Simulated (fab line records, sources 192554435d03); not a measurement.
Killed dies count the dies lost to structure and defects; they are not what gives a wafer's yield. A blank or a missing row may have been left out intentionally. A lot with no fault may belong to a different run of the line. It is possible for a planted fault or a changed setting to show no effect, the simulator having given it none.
Chamber matching	flow n5Finfet	uvCure-02 running N5_BEOL_M11_CURE_72: 3 sister chambers
The step cures SiCOH lowk, time 120 s. 16 wafers are shown with their chamber, then 8 later ones without.

== WAFERS PAIRED WITH THEIR CHAMBERS ==
wafer	chamber	wafer_temp_C_max	lampPowerPct (%)
L074.2	2	371.9	52.30
L074.3	2	372.2	52.33
L074.5	2	371.9	52.29
L075.3	1	371.0	52.29
L075.4	1	371.2	52.38
L075.6	1	371.5	52.18
L077.1	1	371.3	52.26
L077.3	1	371.3	52.31
L077.4	1	370.9	52.26
L083.3	0	371.4	52.35
L083.5	0	371.9	52.29
L083.6	0	371.7	52.40
L089.4	2	372.1	52.35
L089.5	2	372.1	52.33
L089.6	2	372.4	52.21
L090.3	0	371.1	52.37

SIGNATURES (averages over the wafers above)
reading	chamber 0	chamber 1	chamber 2	scatter within a chamber
wafer_temp_C_max	371.525	371.200	372.100	0.246
lampPowerPct	52.3525	52.2800	52.3017	0.056
Rule: for each reading, subtract the chamber's mean from the wafer's reading, divide by that reading's scatter and square the result; add these up over the readings and take the root, which gives the wafer's distance from the chamber. If the next closest chamber is less than 2 further off than the closest, the wafer can't be placed; otherwise it belongs to the closest. The scatter: the root of (the sum of the squares of (reading less its chamber's mean) over the shown wafers, divided by (wafers less chambers)).

== WAFERS MISSING THEIR CHAMBER ==
wafer	wafer_temp_C_max	lampPowerPct (%)
L090.4	371.3	52.31
L090.5	371.6	52.29
L097.1	371.7	52.35
L097.3	370.9	52.33
L097.6	371.6	52.26
L094.2	371.4	52.32
L094.4	372.0	52.34
L094.5	372.4	52.31

== THE CHAMBER EACH PASSED THROUGH ==
wafer	from the rows above	in truth
L090.4	can't be placed: 1 or 0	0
L090.5	can't be placed: 0 or 1 or 2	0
L097.1	can't be placed: 0 or 2 or 1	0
L097.3	can't be placed: 1 or 0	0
L097.6	can't be placed: 1 or 0 or 2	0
L094.2	can't be placed: 0 or 1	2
L094.4	can't be placed: 2 or 0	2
L094.5	2	2
1 of 8 placed correctly. These rows do not allow placing 7 (true chamber among the candidates in 6). 0 placed wrongly.
